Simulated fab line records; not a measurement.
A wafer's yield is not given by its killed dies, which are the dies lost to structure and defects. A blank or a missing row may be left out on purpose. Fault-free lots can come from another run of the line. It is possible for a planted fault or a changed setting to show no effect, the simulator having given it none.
Code-filled problem report in 8D (eight disciplines) form    flow nand harc    the parts of the form that need people (team, actions taken, sign-off) are left out

## 1. WHAT WENT WRONG
killed dies at NHARC_END_SORT_01 reads a mean of 499 on 2 wafers of 2 lots; wafers without a fault read 65 with a standard deviation of 20. Measured from the usual mean, that is +22 standard deviations.
First seen on wafer L953.5, day 29 16:47, on prober-02. Wafers with a number at this step in the record: 9, from 3 lots. By rule, "out" or "out of limits" means more than 4 standard deviations away from the usual mean. The other wafers with a number count as sound.

## 2. WHAT THIS IS AND IS NOT
question                     is                            is not
which readings at this step  killed dies, killed at array  killed at other, killed at periphery, killed open, killed short
which lots                   L951, L953                    L944
which wafers of those lots   L951.2, L953.5                L951.4, L951.6, L953.2, L953.3
read on which gauges         prober-01, prober-02          -
when                         from day 29 16:47             up to then (5 sound wafers); but 2 sound wafers of L951 came after

## 3. THE SUSPECTS, EACH WITH WHAT RULES IT OUT
Counting: any tool at a process step up to the reading remains a suspect provided it ran every lot that is out. Sound lots after the first of them don't rule it out here, since some wafers of a struck lot are sound.
- the gauge at NHARC_END_SORT_01 has been ruled out. Those wafers that are out were read across 2 gauges (prober-01, prober-02).
- rie diel-08 at NHARC_A_STAIRCASE_TRIM_191 (chemistry O2, time 211.2 s): kept. It ran every lot that is out, first L951 (day 21 07:24). Its own readings are out on those wafers: oes product au.
- rie diel-08 at NHARC_A_STAIRCASE_TRIM_193 (chemistry O2, time 211.2 s): kept. It ran every lot that is out, first L951 (day 21 07:58). NHARC_A_STAIRCASE_TRIM_193 gives no start for some lots, so the hours and the order of its lots are those of NHARC_A_STAIRCASE_TRIM_196.
- rie diel-08 at NHARC_A_STAIRCASE_TRIM_196 (chemistry O2, time 211.2 s): kept. It processed each lot that is out (first: L951, day 21 07:58); up to then, its last sound lot is L944 (day 18 05:11).
- Within rie diel-08 at NHARC_A_STAIRCASE_TRIM_191: the wafers that are out ran in chamber 0; their sound lot-mates ran in chambers 1, 2, 3.
- Within rie diel-08 at NHARC_A_STAIRCASE_TRIM_193: the wafers that are out ran in chamber 0; their sound lot-mates ran in chambers 1, 2, 3.
Still standing after the count: rie diel-08 at NHARC_A_STAIRCASE_TRIM_191, rie diel-08 at NHARC_A_STAIRCASE_TRIM_193, rie diel-08 at NHARC_A_STAIRCASE_TRIM_196.

## 4. THE CAUSE (what the simulator had put in)
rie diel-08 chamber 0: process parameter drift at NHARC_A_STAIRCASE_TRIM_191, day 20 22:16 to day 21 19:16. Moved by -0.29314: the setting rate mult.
Counting left 3 suspects, and this tool is among them.

## 5. THE CHAIN OF EFFECTS, in route order
Each row: a reading whose mean over the struck wafers that have a number lies more than 3 standard deviations from the usual. Readings are gone through only where the record gives a usual standard deviation; hours: the median, over the lots, of the time from a lot's start at the first step in this table giving one to that lot's start at this step; sigmas: the change measured in usual standard deviations.
hours  step                        reading          usual       on struck wafers  change  sigmas
0      NHARC_A_STAIRCASE_TRIM_191  oes product au   1.000 a.u.  0.818             -0.182  -25
201    NHARC_END_SORT_01           killed at array  60          496               +436    +21
201    NHARC_END_SORT_01           killed dies      65          499               +434    +22
Its process steps:
- NHARC_A_STAIRCASE_TRIM_191: chemistry O2, time 211.2 s.

## 6. HOW IT WOULD HAVE BEEN CAUGHT EARLIER
Counted from the fault's start at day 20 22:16, it took 211 hours until the first out-of-limits reading at a measuring or inspecting step in this record, taken at day 29 16:47.
At NHARC_A_STAIRCASE_TRIM_191, the tool's own readings (oes product au) were out on each struck wafer the step has a row for, so an alarm limit on them would have fired on the first such wafer.
By day 29 16:47 the whole set of lots that are out, 2 in number, had already begun NHARC_A_STAIRCASE_TRIM_191 on rie diel-08. Holding the tool at that point would not have protected any of them.
